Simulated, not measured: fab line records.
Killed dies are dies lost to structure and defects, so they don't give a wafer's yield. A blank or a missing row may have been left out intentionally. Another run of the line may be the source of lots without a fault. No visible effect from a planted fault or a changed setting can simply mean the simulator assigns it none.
Matching of chambers -- flow nand harc -- 3 sister chambers for NHARC_A_CONTACT_DEP_85 on pecvd-03
The step deposits SiON, target thk 60 nm. 3 wafers are shown with their chamber, then 9 later ones without.

WAFERS PAIRED WITH THEIR CHAMBERS
wafer,chamber,heater power w (W)
L086.1,1,829
L086.4,2,728
L086.6,0,558

WAFERS WITHOUT THEIR CHAMBER
wafer,heater power w (W)
L091.1,801
L091.4,829
L091.5,670
L095.2,875
L095.4,874
L095.6,560
L097.1,820
L097.2,569
L097.6,821

WHICH CHAMBER EACH ONE RAN IN
wafer,from the rows above,in truth
L091.1,can't be placed: 1 or 2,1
L091.4,1,1
L091.5,can't be placed: 2 or 0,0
L095.2,1,1
L095.4,1,1
L095.6,0,0
L097.1,1,1
L097.2,0,0
L097.6,1,1
7 of 9 placed correctly. Can't be placed from these rows: 2 (the true chamber is among the candidates in 2). Number placed wrongly: 0.
How it was worked out, from the rows above alone: a wafer's distance from a chamber is the root of the sum, over the readings, of the square of ((its reading less the chamber's mean) divided by the reading's scatter). The wafer belongs to the nearest chamber; if the next one is less than 2 further off, it can't be placed. Each chamber's mean is taken over the wafers shown for it. The scatter: with one shown wafer a chamber, the root of the mean of the squares of how far each hidden wafer lies from its nearest shown one.
